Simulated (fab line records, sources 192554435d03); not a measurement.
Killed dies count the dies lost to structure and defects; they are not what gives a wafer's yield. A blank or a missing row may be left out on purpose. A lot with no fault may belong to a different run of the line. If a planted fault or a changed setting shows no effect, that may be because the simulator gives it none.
A struck lot beside a sound one + flow n5 finfet + 16 steps out of a route of 1938
Sound: the wafers L167.2, L167.3, L167.4. Struck: wafers L180.2, L180.4, L180.6. Last of all comes the cause.
At each step with rows: each side's tool, then ch and its chambers, then its first start. Under that, the readings that differ: sound wafers + struck wafers + difference of the means + sigmas: that difference in standard deviations of wafers without a fault.
alike: words and numbers the same on both sides, and readings whose means are apart by under 2 such deviations; not compared: readings that were withheld, readings missing a value for some wafer, numbers with overlapping values and no deviation given by the record, and bounds like >300 which may hide the same value.
The two part at a step that has a row with sigmas, a row that says differs or no value, or rows on one side only. Numbers that don't overlap but have no deviation are shown without sigmas and don't part them. A reading that every wafer of one side lacks parts them only if that side has two wafers or more.

first, 1 step without rows for these wafers: N5_BEOL_M4_ALD_98 (deposits SiO2, target thk 2.5 nm, pulse time 1 s, co reactant pulse time 1 s).
N5_BEOL_M4_ETCHBACK_99: etches SiO2 in CHF3, target depth 5 nm, time 10.4 s.
  sound on rie diel-02 ch 1,3, day 10 18:08; struck on rie diel-05 ch 0,3, day 14 00:26
  alike: bias w, drypump motor current A, oes product au, rf vpp V, showerhead plenum p Torr, throttle valve pct
  not compared: rf hours counter h
N5_BEOL_M4_ETCH_70: etches SOC in N2/H2, target depth 80 nm, overetch 24 nm, time 130 s.
  sound on rie diel-02 ch 1,3, day 10 18:10; struck on rie diel-05 ch 0,3, day 14 00:29
  alike: bias w, drypump motor current A, oes product au, rf vpp V, showerhead plenum p Torr, throttle valve pct
  not compared: rf hours counter h
then, 5 steps without rows for these wafers: N5_BEOL_M4_STRIP_71 (strips in N2/H2); N5_BEOL_M4_STRIP_78 (strips in N2/H2); N5_BEOL_M4_VIA_ETCH_34 (etches the open film in C4F6/O2, target depth 69.4 nm, time 65.9 s); N5_BEOL_M4_STRIP_83 (strips in C4F6/O2); N5_BEOL_M4_STRIP_36 (strips in N2/H2).
N5_BEOL_M4_TRENCH_ETCH_37: etches SiOC in C4F6/O2, target depth 55.555 nm, time 29.2 s.
  sound on rie diel-02 ch 1,3; struck on rie diel-05 ch 0,3
  alike: O2_flow_sccm, bias w, drypump motor current A, oes product au, rf vpp V, showerhead plenum p Torr, throttle valve pct
  not compared: rf hours counter h
N5_BEOL_M4_ETCH_41: etches SiCN in CH3F/O2, target depth 29.9 nm, time 52.5 s.
  sound on rie diel-02 ch 1,3; struck on rie diel-05 ch 0,3
  alike: O2_flow_sccm, bias w, drypump motor current A, oes product au, rf vpp V, showerhead plenum p Torr, throttle valve pct
  not compared: rf hours counter h
N5_BEOL_M4_STRIP_97: strips in N2/H2, time 10 s.
  sound on rie diel-02 ch 1,3; struck on rie diel-05 ch 0,3
| reading                | sound             | struck            | difference | sigmas |
|------------------------|-------------------|-------------------|------------|--------|
| throttle valve pct (%) | 23.63 22.99 22.99 | 23.93 23.86 23.93 | +0.70      | +3     |
  alike: drypump motor current A, oes product au, rf vpp V, showerhead plenum p Torr
  not compared: rf hours counter h
N5_BEOL_M4_OCD_MEAS_38:
  struck on ocd-01, day 14 00:50; sound on ocd-02, day 10 18:32
  alike: trench depth nm
N5_BEOL_M4_HM_STRIP_39: strips TiN in peroxide tin strip, target depth 25 nm, time 158 s.
  sound on wet bench-06 ch 1,2,7, day 10 18:34; struck on wet bench-05 ch 2,6,7, day 14 00:52
| reading          | sound       | struck      | difference | sigmas |
|------------------|-------------|-------------|------------|--------|
| run length s (s) | 171 172 169 | 143 145 144 | -27        | -7     |
then, 1 step without rows for these wafers: N5_BEOL_M4_SRD_40 (time 30 s).
N5_BEOL_M4_RC_MEAS_101:
  sound on prober-02 ch 0, day 10 23:00; struck on prober-02 ch 0, day 14 05:34
  alike: DIBL_N, DIBL_P, IOFF_N, IOFF_P, ION_N, ION_P, SS_N, SS_P, VT_N, VT_P
-- record jumps: 5 days separate the struck wafers' starts on either side; left off in module BEOL_M4, taken up again in module PASSIVATION, whose first shown step is the route's number 1936 --
N5_PASSIVATION_PROBE_49:
  struck on prober-02, day 18 20:50; sound on prober-02, day 14 23:13
| reading         | sound | struck   | difference | sigmas |
|-----------------|-------|----------|------------|--------|
| killed_at_M4_up | 11 15 | 33 28 15 | +12        | +2     |
  alike: defect limited yield, killed_at_M0_to_M3, killed at contacts, killed at front end, killed at other, killed dies, killed open, killed short, sort_bin_5_function, sort_bin_6_memory, sort_bin_8_speed, sort n pass, sort yield pct

== WHERE THEY PART ==
First at N5_BEOL_M4_STRIP_97; last, within this record, at N5_PASSIVATION_PROBE_49.

WHY: what the simulator had put in
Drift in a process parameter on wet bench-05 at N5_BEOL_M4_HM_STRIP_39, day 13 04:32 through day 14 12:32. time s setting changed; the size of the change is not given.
